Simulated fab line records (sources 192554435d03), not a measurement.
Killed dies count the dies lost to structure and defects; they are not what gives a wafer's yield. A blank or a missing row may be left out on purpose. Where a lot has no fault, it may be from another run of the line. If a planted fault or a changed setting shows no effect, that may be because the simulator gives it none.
fab line records | flow n5_finfet
[record] lots = 7 | wafers = 19 | last_day = 18
route steps=1938 shown BEOL_M11@1561
lots that met no fault: taken from a fault-free run of the same line
start_h: the number of hours between the record's first day and the start of the first shown wafer of the lot | wait_h: hours from the lot's prior step to this one | " identical to the entry in the row above | L1.1+2: a single row standing in for several wafers | - either no value or no given start | * or withheld: withheld | < > ~ a bound
route shown NAME@n: names a module that has steps shown in the file, with the first one's number in the route | usual: mean and standard deviation over wafers with no fault | same: alike in all rows | chamber/n: place in a boat | sites: each site's reading | _std_site: standard deviation of those values | _edge_site: the outer-site mean with the inner-site mean subtracted | radius_mm: for every site, how far away it sits from the centre of the wafer | mask NAME#n: copy n | behind: tool/chamber where the wafer was last shaped | hold: the reason the lot was held/the length of the hold in hours/how it ended | device: whichever transistor did not switch (one of n, p or np) | end of line: at the end of the route, the tests of the same wafers | a step given without rows: its recipe and nothing more | killed: the dies lost at the first sort to structure and to defects; this is not the yield of the wafer | map: shows each die of a wafer: x if killed, . if not, _ if none is there
set.NAME: setting as actually run; set.NAME@STEP: the setting as run at that earlier step | model.NAME: the simulator's own value behind a step, which no gauge read
lots at selected steps of the route; one table per step, one row per wafer
services: a tool's chamber out of use, with start hour (start_h, from the record's first day; less than 0 if before it), hours out, and reason
[[steps]]
[step N5_BEOL_M11_COAT_64]
[recipe] resist = SiARC | temp_c = 220 | time_s = 60 | spin_rpm = 1500 | resist_thk_nm = 30
[step N5_BEOL_M11_COAT_22]
[recipe] resist = CAR-ArF | spin_rpm = 1500 | resist_thk_nm = 90
[step N5_BEOL_M11_EBR_24]
[recipe] solvent = PGMEA | ebr_width_mm = 1.5
[step N5_BEOL_M11_SOFTBAKE_23]
[recipe] temp_c = 110 | time_s = 60 | resist = CAR-ArF
[step N5_BEOL_M11_EXPOSE_25]
[recipe] mask_id = V10 | na = 1.35 | source_shape = annular | sigma_inner = 0.5 | sigma_outer = 0.8 | polarization = unpolarized | dose_mj = 85.5
[step N5_BEOL_M11_PEB_26]
[recipe] peb_temp_c = withheld | peb_time_s = 60 | resist = CAR-ArF
[step N5_BEOL_M11_DEVELOP_27]
[recipe] develop_time_s = 30 | developer = TMAH | resist = CAR-ArF | rinse_liquid = diw | dry = air_spin | dev_temp_c = 23
[step N5_BEOL_M11_CD_MEAS_28]
[recipe] target_cd_nm = 70 | landing_energy_ev = 500 | detector = se_inlens | polarity = opening
[usual] cd_nm = 70.3/1.3
lot.wafer | tool      | chamber | start_h | wait_h | cd_nm
L278.1    | cd_sem-02 | 0       | 232.80  | -      | 71.5
L278.5    | "         | 0       | "       | "      | 71.2
L278.6    | "         | 0       | "       | "      | 71.5
L279.1    | cd_sem-02 | 0       | 245.22  | -      | 69.4
L279.2    | "         | 0       | "       | "      | 68.3
L279.6    | "         | 0       | "       | "      | 71.0
L285.1    | cd_sem-02 | 0       | 287.60  | -      | 72.2
L285.2    | "         | 0       | "       | "      | 71.0
L285.4    | "         | 0       | "       | "      | 70.0
L290.3    | cd_sem-02 | 0       | 342.68  | -      | 70.7
L290.6    | "         | 0       | "       | "      | 70.9
L292.2    | cd_sem-02 | 0       | 351.99  | -      | 69.2
L292.3    | "         | 0       | "       | "      | 70.8
L294.2    | cd_sem-02 | 0       | 353.49  | -      | 68.4
L294.3    | "         | 0       | "       | "      | 69.4
L294.5    | "         | 0       | "       | "      | 69.7
L299.1    | cd_sem-01 | 0       | 380.95  | -      | 71.0
L299.2    | "         | 0       | "       | "      | 71.1
L299.5    | "         | 0       | "       | "      | 71.4
[step N5_BEOL_M11_OVL_MEAS_29]
[recipe] points_per_wafer = 44
[usual] V10_OVL = -0.1/0.76
lot.wafer | tool       | chamber | start_h | wait_h | V10_OVL[nm]
L278.1    | overlay-02 | 0       | 232.83  | 0.0    | -0.4
L278.5    | "          | 0       | "       | "      | -0.2
L278.6    | "          | 0       | "       | "      | -0.4
L279.1    | overlay-02 | 0       | 245.25  | 0.0    | -1.4
L279.2    | "          | 0       | "       | "      | 0.3
L279.6    | "          | 0       | "       | "      | -0.7
L285.1    | overlay-02 | 0       | 287.63  | 0.0    | 0.8
L285.2    | "          | 0       | "       | "      | 0.2
L285.4    | "          | 0       | "       | "      | 0.1
L290.3    | overlay-02 | 0       | 342.71  | 0.0    | -0.3
L290.6    | "          | 0       | "       | "      | -0.8
L292.2    | overlay-01 | 0       | 352.02  | 0.0    | -0.7
L292.3    | "          | 0       | "       | "      | -0.2
L294.2    | overlay-01 | 0       | 353.52  | 0.0    | -0.4
L294.3    | "          | 0       | "       | "      | -0.5
L294.5    | "          | 0       | "       | "      | -0.5
L299.1    | overlay-02 | 0       | 380.98  | 0.0    | 0.8
L299.2    | "          | 0       | "       | "      | -0.4
L299.5    | "          | 0       | "       | "      | -0.9
[step N5_BEOL_M11_INSPECT_30]
[recipe] mode = adi | inspect_instrument = brightfield
[usual] raw_defect_count = 386/88
lot.wafer | tool              | chamber | start_h | wait_h | raw_defect_count
L278.1    | defect_inspect-02 | -       | 232.86  | 0.0    | 842
L278.5    | "                 | -       | "       | "      | 505
L278.6    | "                 | -       | "       | "      | 373
L279.1    | defect_inspect-01 | -       | 245.28  | 0.0    | 433
L279.2    | "                 | -       | "       | "      | 286
L279.6    | "                 | -       | "       | "      | 364
L285.1    | defect_inspect-02 | -       | 287.65  | 0.0    | 333
L285.2    | "                 | -       | "       | "      | 365
L285.4    | "                 | -       | "       | "      | 357
L290.3    | defect_inspect-01 | -       | 342.73  | 0.0    | 458
L290.6    | "                 | -       | "       | "      | 310
L292.2    | defect_inspect-02 | -       | 352.05  | 0.0    | 416
L292.3    | "                 | -       | "       | "      | 407
L294.2    | defect_inspect-02 | -       | 353.54  | 0.0    | 283
L294.3    | "                 | -       | "       | "      | 318
L294.5    | "                 | -       | "       | "      | 346
L299.1    | defect_inspect-02 | -       | 381.00  | 0.0    | 338
L299.2    | "                 | -       | "       | "      | 438
L299.5    | "                 | -       | "       | "      | 383
[step N5_BEOL_M11_DESCUM_33]
[recipe] chemistry = O2 | time_s = 7.9 | source_power_w = 50 | bias_power_w = 20 | pressure_mtorr = 20 | rf_frequency_hz = 2.712e+07 | temp_c = 40 | resist = CAR-ArF | o2_flow_sccm = 225
[usual] drypump_motor_current_A = 5.7/0.53 | oes_product_au = 0.77/0.085 | rf_fwd_power_W = 49.39/0.27 | rf_vpp_V = 243.3/1.3 | showerhead_plenum_p_Torr = 2.10/0.071 | temp_c = 40.01/0.097 | throttle_valve_pct = 20.27/0.27
[same] time_s = 7.9
lot.wafer | tool        | chamber | start_h | wait_h | drypump_motor_current_A | oes_product_au | rf_fwd_power_W | rf_hours_counter_h | rf_vpp_V | showerhead_plenum_p_Torr | temp_c | throttle_valve_pct
L278.1    | rie_diel-02 | 0       | 232.89  | 0.0    | 6.4                     | 0.93           | 49.64          | 24                 | 242.8    | 2.15                     | 40.07  | 20.11
L278.5    | "           | 0       | "       | "      | 6.4                     | 0.93           | 49.44          | -                  | 243.4    | 2.15                     | 40.00  | 20.12
L278.6    | "           | 1       | "       | "      | 5.1                     | 0.67           | 49.43          | -                  | 244.9    | 2.14                     | 39.98  | 20.19
L279.1    | rie_diel-04 | 0       | 245.37  | 0.1    | 5.3                     | 0.73           | 49.06          | 172                | 243.1    | 2.15                     | 39.97  | 20.36
L279.2    | "           | 2       | "       | "      | 4.9                     | 0.72           | 49.78          | 220                | 244.9    | 2.16                     | 40.08  | 20.43
L279.6    | "           | 2       | "       | "      | 4.9                     | 0.71           | 50.01          | -                  | 244.1    | 2.16                     | 40.03  | 20.43
L285.1    | rie_diel-06 | 2       | 287.68  | 0.0    | 6.2                     | 0.84           | 49.17          | 61                 | 242.0    | 2.01                     | 40.00  | 20.34
L285.2    | "           | 3       | "       | "      | 5.2                     | 0.70           | 49.04          | 199                | 242.5    | 2.00                     | 40.11  | 20.56
L285.4    | "           | 0       | "       | "      | 5.9                     | 0.71           | 49.12          | 226                | 245.8    | 2.18                     | 39.94  | 20.84
L290.3    | rie_diel-06 | 2       | 343.08  | 0.3    | 6.1                     | 0.82           | 49.57          | 75                 | 242.2    | 2.01                     | 39.93  | 20.37
L290.6    | "           | 3       | "       | "      | 5.2                     | 0.69           | 49.22          | -                  | 240.2    | 2.00                     | 40.08  | 20.57
L292.2    | rie_diel-06 | 3       | 352.08  | 0.0    | 5.2                     | 0.68           | 49.45          | 216                | 240.3    | 2.00                     | 39.99  | 20.59
L292.3    | "           | 2       | "       | "      | 6.2                     | 0.82           | 49.59          | 79                 | 242.5    | 2.01                     | 39.93  | 20.35
L294.2    | rie_diel-06 | 3       | 353.58  | 0.0    | 5.2                     | 0.68           | 49.51          | 217                | 242.4    | 2.00                     | 39.83  | 20.58
L294.3    | "           | 1       | "       | "      | 5.4                     | 0.78           | 48.99          | 110                | 244.1    | 2.09                     | 39.99  | 19.92
L294.5    | "           | 3       | "       | "      | 5.2                     | 0.69           | 49.36          | -                  | 241.4    | 2.00                     | 39.97  | 20.60
L299.1    | rie_diel-04 | 3       | 381.35  | 0.3    | 5.9                     | 0.91           | 49.19          | 38                 | 244.0    | 2.22                     | 40.10  | 20.13
L299.2    | "           | 0       | "       | "      | 5.3                     | 0.70           | 49.15          | 219                | 243.0    | 2.14                     | 40.03  | 20.43
L299.5    | "           | 0       | "       | "      | 5.3                     | 0.70           | 49.16          | -                  | 243.7    | 2.14                     | 40.04  | 20.43
[step N5_BEOL_M11_ETCH_65]
[recipe] chemistry = CF4 | target = SiARC | target_depth_a = 390 | mask_material = CAR-ArF | time_s = 65 | ion_energy_ev = 80 | pressure_mtorr = 40 | source_w = 545 | bias_w = 36 | Ar_flow_sccm = 100 | cf4_flow_sccm = 100 | ends = cleared
[usual] drypump_motor_current_A = 5.7/0.53 | etch_rf_on_time_s = 65.1/2.1 | oes_product_au = 0.66/0.076 | rf_fwd_power_W = 538.4/2.7 | rf_vpp_V = 184.4/1.2 | showerhead_plenum_p_Torr = 2.15/0.072 | throttle_valve_pct = 15.56/0.2
lot.wafer | tool        | chamber | start_h | wait_h | drypump_motor_current_A | etch_rf_on_time_s | oes_product_au | rf_fwd_power_W | rf_hours_counter_h | rf_vpp_V | showerhead_plenum_p_Torr | throttle_valve_pct
L278.1    | rie_diel-02 | 0       | 232.93  | 0.0    | 6.4                     | 60.3              | 0.81           | 541.3          | 24                 | 184.9    | 2.19                     | 15.28
L278.5    | "           | 0       | "       | "      | 6.4                     | 60.4              | 0.82           | 540.4          | -                  | 184.4    | 2.19                     | 15.28
L278.6    | "           | 1       | "       | "      | 5.1                     | 65.0              | 0.59           | 542.0          | -                  | 185.0    | 2.20                     | 15.53
L279.1    | rie_diel-04 | 0       | 245.40  | 0.0    | 5.3                     | 66.9              | 0.62           | 536.4          | 172                | 185.6    | 2.21                     | 15.66
L279.2    | "           | 2       | "       | "      | 4.9                     | 64.6              | 0.61           | 542.0          | 220                | 185.0    | 2.21                     | 15.70
L279.6    | "           | 2       | "       | "      | 4.9                     | 64.5              | 0.62           | 540.8          | -                  | 185.3    | 2.21                     | 15.71
L285.1    | rie_diel-06 | 2       | 287.72  | 0.0    | 6.1                     | 63.8              | 0.72           | 537.8          | 61                 | 183.1    | 2.09                     | 15.70
L285.2    | "           | 3       | "       | "      | 5.2                     | 63.7              | 0.61           | 538.3          | 199                | 183.5    | 2.03                     | 15.56
L285.4    | "           | 0       | "       | "      | 5.9                     | 65.9              | 0.59           | 542.8          | 226                | 185.0    | 2.20                     | 15.90
L290.3    | rie_diel-06 | 2       | 343.11  | 0.0    | 6.2                     | 63.3              | 0.71           | 536.6          | 75                 | 182.9    | 2.08                     | 15.73
L290.6    | "           | 3       | "       | "      | 5.2                     | 63.6              | 0.60           | 535.0          | -                  | 184.1    | 2.02                     | 15.62
L292.2    | rie_diel-06 | 3       | 352.12  | 0.0    | 5.2                     | 65.0              | 0.59           | 538.6          | 216                | 184.9    | 2.02                     | 15.61
L292.3    | "           | 2       | "       | "      | 6.2                     | 64.5              | 0.71           | 536.7          | 79                 | 183.1    | 2.08                     | 15.73
L294.2    | rie_diel-06 | 3       | 353.62  | 0.0    | 5.2                     | 64.5              | 0.60           | 534.2          | 217                | 183.9    | 2.02                     | 15.62
L294.3    | "           | 1       | "       | "      | 5.4                     | 65.1              | 0.66           | 536.4          | 110                | 184.8    | 2.15                     | 15.29
L294.5    | "           | 3       | "       | "      | 5.2                     | 64.3              | 0.60           | 535.6          | -                  | 183.1    | 2.02                     | 15.61
L299.1    | rie_diel-04 | 3       | 381.39  | 0.0    | 5.9                     | 65.4              | 0.75           | 541.1          | 38                 | 185.4    | 2.28                     | 15.42
L299.2    | "           | 0       | "       | "      | 5.3                     | 67.8              | 0.58           | 539.3          | 219                | 185.6    | 2.19                     | 15.76
L299.5    | "           | 0       | "       | "      | 5.3                     | 67.9              | 0.59           | 536.9          | -                  | 186.9    | 2.19                     | 15.76
[step N5_BEOL_M11_ETCH_66]
[recipe] chemistry = N2/H2 | target = SOC | target_depth_a = 1200 | overetch_a = 240 | mask_material = SiARC | temp_c = 40 | time_s = 180 | ion_energy_ev = 200 | pressure_mtorr = 30 | source_w = 840 | bias_w = 150 | n2_flow_sccm = 200 | h2_flow_sccm = 200
[usual] drypump_motor_current_A = 5.7/0.54 | n2_flow_sccm = 199.9/0.66 | oes_product_au = 0.62/0.064 | rf_fwd_power_W = 837/3 | rf_vpp_V = 524.3/2.5 | run_length_s = 203.1/0.46 | showerhead_plenum_p_Torr = 2.56/0.086 | temp_c = 40.00/0.12 | throttle_valve_pct = 17.7/0.31
lot.wafer | tool        | chamber | start_h | wait_h | drypump_motor_current_A | n2_flow_sccm | oes_product_au | rf_fwd_power_W | rf_hours_counter_h | rf_vpp_V | run_length_s | showerhead_plenum_p_Torr | temp_c | throttle_valve_pct | model.SiARC_of_BEOL_M11_COAT_64.thk_nm
L278.1    | rie_diel-02 | 0       | 232.98  | 0.0    | 6.4                     | 200.4        | 0.74           | 838            | 24                 | 524.3    | 203.8        | 2.59                     | 40.05  | 17.3               | 22
L278.5    | "           | 0       | "       | "      | 6.4                     | 198.4        | 0.74           | 839            | -                  | 526.1    | 203.3        | 2.59                     | 40.08  | 17.3               | 22
L278.6    | "           | 1       | "       | "      | 5.1                     | 199.6        | 0.56           | 837            | -                  | 526.2    | 202.7        | 2.61                     | 39.90  | 17.6               | 22.6
L279.1    | rie_diel-04 | 0       | 245.45  | 0.0    | 5.3                     | 199.2        | 0.60           | 840            | 172                | 525.9    | 202.7        | 2.65                     | 40.09  | 17.9               | 23.4
L279.2    | "           | 2       | "       | "      | 4.9                     | 199.7        | 0.59           | 835            | 220                | 526.8    | 203.7        | 2.61                     | 39.97  | 17.7               | 23
L279.6    | "           | 2       | "       | "      | 4.9                     | 199.0        | 0.58           | 839            | -                  | 525.8    | 203.9        | 2.61                     | 39.71  | 17.7               | 23
L285.1    | rie_diel-06 | 2       | 287.77  | 0.0    | 6.2                     | 199.1        | 0.68           | 841            | 61                 | 522.7    | 202.3        | 2.46                     | 40.20  | 17.8               | 22.8
L285.2    | "           | 3       | "       | "      | 5.2                     | 198.6        | 0.57           | 837            | 199                | 521.4    | 203.4        | 2.43                     | 39.84  | 18.1               | 22.8
L285.4    | "           | 0       | "       | "      | 5.9                     | 199.7        | 0.57           | 838            | 226                | 525.7    | 203.4        | 2.64                     | 39.94  | 18.2               | 22.8
L290.3    | rie_diel-06 | 2       | 343.16  | 0.0    | 6.2                     | 198.3        | 0.73           | -              | 75                 | 520.3    | 186.0        | 2.46                     | 40.10  | 17.9               | 23.2
L290.6    | "           | 3       | "       | "      | 5.2                     | 199.1        | 0.56           | 833            | -                  | 519.5    | 203.3        | 2.43                     | 40.00  | 18.1               | 22.6
L292.2    | rie_diel-06 | 3       | 352.17  | 0.0    | 5.2                     | 199.8        | 0.62           | -              | 216                | 520.5    | 186.8        | 2.42                     | 40.26  | 18.1               | 23.4
L292.3    | "           | 2       | "       | "      | 6.2                     | 199.0        | 0.72           | -              | 79                 | 521.6    | 186.5        | 2.46                     | 39.95  | 17.9               | 23.6
L294.2    | rie_diel-06 | 3       | 353.67  | 0.0    | 5.2                     | 199.1        | 0.61           | -              | 217                | 520.3    | 186.9        | 2.42                     | 39.72  | 18.1               | 23.4
L294.3    | "           | 1       | "       | "      | 5.4                     | 199.5        | 0.69           | -              | 110                | 524.8    | 187.1        | 2.54                     | 39.98  | 17.3               | 23.6
L294.5    | "           | 3       | "       | "      | 5.2                     | 199.8        | 0.56           | 836            | -                  | 518.8    | 203.0        | 2.42                     | 39.93  | 18.1               | 22.8
L299.1    | rie_diel-04 | 3       | 381.44  | 0.0    | 5.9                     | 200.8        | 0.72           | 838            | 38                 | 528.3    | 202.5        | 2.69                     | 39.91  | 17.4               | 22.8
L299.2    | "           | 0       | "       | "      | 5.3                     | 199.5        | 0.57           | 832            | 219                | 525.8    | 202.8        | 2.63                     | 39.97  | 18.0               | 23.4
L299.5    | "           | 0       | "       | "      | 5.3                     | 199.9        | 0.57           | 837            | -                  | 525.6    | 203.0        | 2.63                     | 39.94  | 18.0               | 23.2
[step N5_BEOL_M11_STRIP_69]
[recipe] chemistry = N2/H2 | temp_c = 40 | n2_flow_sccm = 200 | h2_flow_sccm = 200 | rf_frequency_hz = 6e+07
[[services]]
tool        | chamber | start_h | hours | kind
rie_diel-02 | 1       | 222.31  | 5.3   | repair
rie_diel-04 | 3       | 237.79  | -     | clean
rie_diel-04 | 3       | 237.79  | -     | consumable_replace:focus_ring
rie_diel-04 | 3       | 237.79  | -     | consumable_replace:showerhead
rie_diel-04 | 3       | 237.79  | 23.2  | scheduled_down
rie_diel-04 | 3       | 237.79  | 23.2  | vent_cycle
rie_diel-02 | 1       | 267.30  | -     | clean
rie_diel-02 | 1       | 267.30  | -     | consumable_replace:esc
rie_diel-02 | 1       | 267.30  | -     | consumable_replace:focus_ring
rie_diel-02 | 1       | 267.30  | 22.7  | scheduled_down
rie_diel-02 | 1       | 267.30  | 22.7  | vent_cycle
rie_diel-04 | 2       | 349.02  | -     | clean
rie_diel-04 | 2       | 349.02  | -     | consumable_replace:esc
rie_diel-04 | 2       | 349.02  | -     | consumable_replace:focus_ring
rie_diel-04 | 2       | 349.02  | 25.6  | scheduled_down
rie_diel-04 | 2       | 349.02  | 25.6  | vent_cycle
rie_diel-04 | 1       | 374.64  | -     | clean
rie_diel-04 | 1       | 374.64  | -     | consumable_replace:focus_ring
rie_diel-04 | 1       | 374.64  | 23.8  | scheduled_down
rie_diel-04 | 1       | 374.64  | 23.8  | vent_cycle
rie_diel-02 | 3       | 379.85  | -     | clean
rie_diel-02 | 3       | 379.85  | -     | consumable_replace:focus_ring
rie_diel-02 | 3       | 379.85  | 18.0  | scheduled_down
rie_diel-02 | 3       | 379.85  | 18.0  | vent_cycle
[[key]]
[first_sign] step = N5_BEOL_M11_ETCH_66 | reading = run_length_s | direction = down | sigmas = 35 | usual = * | struck = *
effect none on later readings
[model_effect] step = N5_BEOL_M11_ETCH_66 | value = SiARC_of_BEOL_M11_COAT_64.thk_nm | without = 22.84 | struck = 23.44
met_at N5_BEOL_M11_ETCH_66
struck_wafers L290.3,L292.2,L292.3,L294.2,L294.3
onset_between 287.77 343.16
[fault] kind = process_parameter_drift | tool = rie_diel-06 | chamber = - | onset_h = 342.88 | steps = N5_BEOL_M11_ETCH_66 | channel = time_s | offset = * | shape = step | end_h = 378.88 | scope = struck_wafers_only | acts_in = * | stated = *
